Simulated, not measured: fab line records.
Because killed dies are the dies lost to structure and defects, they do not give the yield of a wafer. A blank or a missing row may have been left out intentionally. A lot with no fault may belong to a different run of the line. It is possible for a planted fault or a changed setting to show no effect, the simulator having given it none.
Matching of chambers -- flow n5 finfet -- 3 sister chambers for N5_FIN_SAQP_PECVD_06 on pecvd-04
The step deposits a-Si from SiH4/He, target thk 60 nm, time 48.1 s. 6 wafers are shown with their chamber, then 8 later ones without.

## WAFERS WITH THEIR CHAMBER
wafer,chamber,showerhead plenum p Torr (Torr),throttle valve pct (%)
L078.2,2,5.79,19.5
L083.4,1,5.67,18.5
L085.1,1,5.67,18.4
L085.3,2,5.78,19.7
L085.4,0,5.66,19.1
L090.2,0,5.64,19.5

## WAFERS WITH NO CHAMBER GIVEN
wafer,showerhead plenum p Torr (Torr),throttle valve pct (%)
L090.4,5.79,19.7
L090.5,5.68,18.4
L092.1,5.79,19.5
L092.4,5.79,19.7
L092.6,5.65,19.1
L095.4,5.64,19.0
L095.5,5.65,19.3
L095.6,5.67,18.7

## WHICH CHAMBER EACH ONE RAN IN
wafer,from the rows above,in truth
L090.4,2,2
L090.5,1,1
L092.1,2,2
L092.4,2,2
L092.6,0,0
L095.4,0,0
L095.5,0,0
L095.6,1,1
Correctly placed: 8 of 8. Number that these rows cannot place: 0. Placed wrongly: 0.
How it was worked out, from the rows above alone: a wafer's distance from a chamber is the root of the sum, over the readings, of the square of ((its reading less the chamber's mean) divided by the reading's scatter). If the next closest chamber is less than 2 further off than the closest, the wafer can't be placed; otherwise it belongs to the closest. For every chamber, the mean is computed from those of its wafers that are shown. How the scatter is found: for the shown wafers, subtract from each reading the mean of its chamber, square and add these, divide the total by (wafers less chambers), then take the root.
